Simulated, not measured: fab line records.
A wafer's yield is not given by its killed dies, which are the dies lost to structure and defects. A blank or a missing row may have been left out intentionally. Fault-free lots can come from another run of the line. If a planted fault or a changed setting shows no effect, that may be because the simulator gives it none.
Matching of chambers || flow n5 finfet || rie diel-05 running N5_BEOL_M12_ETCH_59: 4 sister chambers
The step etches BARC in N2/H2, target depth 89 nm, overetch 26.7 nm, time 67.9 s. 4 wafers are shown with their chamber, then 11 later ones without.

## WAFERS, EACH WITH ITS CHAMBER
{"wafer": "L088.6", "chamber": 3, "showerhead plenum p Torr (Torr)": 2.47}
{"wafer": "L087.2", "chamber": 0, "showerhead plenum p Torr (Torr)": 2.64}
{"wafer": "L087.5", "chamber": 1, "showerhead plenum p Torr (Torr)": 2.56}
{"wafer": "L089.3", "chamber": 2, "showerhead plenum p Torr (Torr)": 2.49}

## WAFERS MISSING THEIR CHAMBER
{"wafer": "L089.4", "showerhead plenum p Torr (Torr)": 2.55}
{"wafer": "L089.5", "showerhead plenum p Torr (Torr)": 2.64}
{"wafer": "L091.1", "showerhead plenum p Torr (Torr)": 2.47}
{"wafer": "L091.2", "showerhead plenum p Torr (Torr)": 2.63}
{"wafer": "L091.4", "showerhead plenum p Torr (Torr)": 2.55}
{"wafer": "L093.1", "showerhead plenum p Torr (Torr)": 2.48}
{"wafer": "L093.4", "showerhead plenum p Torr (Torr)": 2.63}
{"wafer": "L093.5", "showerhead plenum p Torr (Torr)": 2.55}
{"wafer": "L094.1", "showerhead plenum p Torr (Torr)": 2.47}
{"wafer": "L094.2", "showerhead plenum p Torr (Torr)": 2.63}
{"wafer": "L094.3", "showerhead plenum p Torr (Torr)": 2.48}

## EACH ONE'S CHAMBER
{"wafer": "L089.4", "from the rows above": 1, "in truth": 1}
{"wafer": "L089.5", "from the rows above": 0, "in truth": 0}
{"wafer": "L091.1", "from the rows above": 3, "in truth": 3}
{"wafer": "L091.2", "from the rows above": 0, "in truth": 0}
{"wafer": "L091.4", "from the rows above": 1, "in truth": 1}
{"wafer": "L093.1", "from the rows above": "can't be placed: 3 or 2", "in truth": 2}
{"wafer": "L093.4", "from the rows above": 0, "in truth": 0}
{"wafer": "L093.5", "from the rows above": 1, "in truth": 1}
{"wafer": "L094.1", "from the rows above": 3, "in truth": 3}
{"wafer": "L094.2", "from the rows above": 0, "in truth": 0}
{"wafer": "L094.3", "from the rows above": "can't be placed: 3 or 2", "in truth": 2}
Correct placement for 9 of the 11. Cannot be placed on the basis of these rows: 2; the candidates contain the true chamber in 2. 0 placed wrongly.
How it was worked out, from the rows above alone: a wafer's distance from a chamber is the root of the sum, over the readings, of the square of ((its reading less the chamber's mean) divided by the reading's scatter). The wafer belongs to the nearest chamber; if the next one is less than 2 further off, it can't be placed. Each chamber's mean is taken over the wafers shown for it. The scatter (one wafer shown for each chamber): square how far every hidden wafer sits from the nearest shown wafer, average those squares and take the square root.
